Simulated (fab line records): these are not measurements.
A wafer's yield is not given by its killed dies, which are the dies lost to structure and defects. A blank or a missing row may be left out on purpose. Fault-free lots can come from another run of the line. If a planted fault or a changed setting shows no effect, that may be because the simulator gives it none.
Problem report, 8D (eight disciplines) form, completed by code	flow nand_harc	the parts of the form that need people (team, actions taken, sign-off) are left out

1. THE PROBLEM
Wafers without a fault read 1.000 a.u., standard deviation 0.0076; oes_product_au at NHARC_A_CHANNEL_FILL_D1_ETCHBACK_19 reads a mean of 1.336 a.u. on 3 wafers belonging to 3 lots. That is +44 standard deviations from the usual mean.
The step: etches the open film in HBr/Cl2, target depth 5 nm, time 1.7 s.
Earliest sighting: wafer L101.1 on rie_si-02 at day 12 01:04. At this step, 34 wafers from 12 lots have a number in the record. Rule for "out" (also "out of limits"): further than 4 standard deviations from the usual mean. The rest of the wafers with a number are treated as sound.

2. WHAT IT IS AND WHAT IT IS NOT
question	is	is not
which readings at this step	oes_product_au	drypump_motor_current_A, throttle_valve_pct
which lots	L101, L103, L106	L100, L108, L111, L113, L114, L991, L992, L994, L995
which wafers of those lots	L101.1, L103.2, L106.2	L101.3, L103.4, L106.3, L106.6
read on which tools	rie_si-02	rie_si-04, rie_si-05
when	from day 12 01:04	up to then (16 sound wafers); but 15 sound wafers of L103, L106, L108, L111, L113, L114 came after

3. THE SUSPECTS, EACH WITH WHAT RULES IT OUT
Counting: if a tool at a process step up to the reading ran every lot that is out, it stays a suspect. Sound lots after the first of them don't rule it out here, since some wafers of a struck lot are sound.
- rie_si-02 at NHARC_A_CHANNEL_FILL_D1_ETCHBACK_19 (etches the open film in HBr/Cl2, target depth 5 nm, time 1.7 s): kept. It processed each lot that is out (first: L101, day 12 01:04); up to then, its last sound lot is L995 (day 10 09:54). Its own oes_product_au readings are out on those wafers.
Remaining after the count: rie_si-02 at NHARC_A_CHANNEL_FILL_D1_ETCHBACK_19.

4. THE CAUSE (what the simulator had put in)
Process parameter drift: rie_si-02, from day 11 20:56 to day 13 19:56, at NHARC_A_CHANNEL_FILL_D1_ETCHBACK_19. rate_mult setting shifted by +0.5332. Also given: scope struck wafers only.
Counting left only this tool.

5. SEQUENCE OF EFFECTS, ordered by route
Each row: a reading whose mean over the struck wafers that have a number lies more than 3 standard deviations from the usual. Only readings for which the record gives a usual standard deviation are gone through. hours: the time from each lot's start at the first step in this table that gives one to its start at this step, as a median over the lots. sigmas: the change in usual standard deviations.
hours	step	reading	usual	on struck wafers	change	sigmas
0	NHARC_A_CHANNEL_FILL_D1_ETCHBACK_19	oes_product_au	1.000 a.u.	1.336	+0.336	+44
Process steps it contains:
- NHARC_A_CHANNEL_FILL_D1_ETCHBACK_19: etches the open film in HBr/Cl2, target depth 5 nm, time 1.7 s.

6. WHAT WOULD HAVE CAUGHT IT SOONER
4 hours passed between the start of the fault at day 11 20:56 and the first reading out of limits in this record, taken at day 12 01:04.
